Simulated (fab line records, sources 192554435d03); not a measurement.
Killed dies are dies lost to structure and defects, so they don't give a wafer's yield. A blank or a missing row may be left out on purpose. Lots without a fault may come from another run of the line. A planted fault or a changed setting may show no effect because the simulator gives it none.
Chamber matching | flow n5_finfet | N5_BEOL_M13_ETCH_68 on rie_diel-03: 4 sister chambers
The step etches SOC in N2/H2, time 355 s. 4 wafers are shown with their chamber, then 7 later ones without.

WAFERS WITH THEIR CHAMBER
wafer  | chamber | throttle_valve_pct (%)
L077.3 | 3       | 17.59
L082.6 | 1       | 18.04
L083.1 | 2       | 17.93
L083.3 | 0       | 18.18

WAFERS WITHOUT THEIR CHAMBER
wafer  | throttle_valve_pct (%)
L083.6 | 17.61
L090.2 | 18.09
L090.3 | 17.65
L090.5 | 18.21
L095.3 | 18.23
L095.5 | 17.67
L095.6 | 17.60

WHICH CHAMBER EACH WENT THROUGH
wafer  | from the rows above     | in truth
L083.6 | 3                       | 3
L090.2 | can't be placed: 1 or 0 | 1
L090.3 | 3                       | 3
L090.5 | 0                       | 0
L095.3 | 0                       | 0
L095.5 | 3                       | 3
L095.6 | 3                       | 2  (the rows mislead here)
Placed correctly: 5 of 7. Can't be placed from these rows: 1 (the true chamber is among the candidates in 1). Placed wrongly: 1.
How it was worked out, from the rows above alone: a wafer's distance from a chamber is the root of the sum, over the readings, of the square of ((its reading less the chamber's mean) divided by the reading's scatter). The wafer belongs to the nearest chamber; if the next one is less than 2 further off, it can't be placed. A chamber's mean is the mean of its shown wafers. The scatter: with one shown wafer a chamber, the root of the mean of the squares of how far each hidden wafer lies from its nearest shown one.
